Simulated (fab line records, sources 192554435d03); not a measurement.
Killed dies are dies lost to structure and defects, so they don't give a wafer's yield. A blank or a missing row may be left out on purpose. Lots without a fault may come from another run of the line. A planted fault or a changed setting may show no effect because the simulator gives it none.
Which tool did it? | flow n5_finfet | 12 lots, 36 wafers sampled, at 1 step of a route of 1938

WHAT THE GAUGES READ, wafer by wafer
N5_BEOL_M11_INSPECT_13: inspects for defects (brightfield).
lot  | measured     | on                | raw_defect_count
L074 | day 10 22:56 | defect_inspect-01 | 397 472 411
L077 | day 11 07:31 | defect_inspect-02 | 563 515 525
L079 | day 11 12:18 | defect_inspect-01 | 533 479 549
L081 | day 12 11:02 | defect_inspect-02 | 544 501 507
L083 | day 12 22:59 | defect_inspect-01 | 371 457 451
L085 | day 13 11:08 | defect_inspect-01 | 398 453 430
L088 | day 13 21:07 | defect_inspect-02 | 382 351 377
L086 | day 14 04:40 | defect_inspect-02 | 482 422 407
L092 | day 14 20:54 | defect_inspect-02 | 538 718 612
L095 | day 15 10:52 | defect_inspect-01 | 506 497 511
L094 | day 15 18:17 | defect_inspect-01 | 337 333 362
L097 | day 16 01:41 | defect_inspect-02 | 611 576 365

WHICH TOOL RAN EACH LOT (tool, then ch and the chambers of the sampled wafers, then the start)
The record holds no process step before these readings.

THE ANSWER, worked out from the rows above alone
Rule: what is usual is taken from the lots themselves. Put in order of their means at a reading, lots are off if they are a third of the lots or fewer, leave a main group of 4 or more, and stand apart from it by a gap of 3 or more times the standard deviation of the main group's means; of several such gaps the widest counts. A main group whose means are all the same, to the digits that the tables above print for the reading, isn't used. A lot without any number at a reading at which 4 lots or more have one is off too. The other lots that the step has rows for count as sound.
No lot is off at any reading shown: from this, nothing can be told.

WHAT THE SIMULATOR HAD PUT IN
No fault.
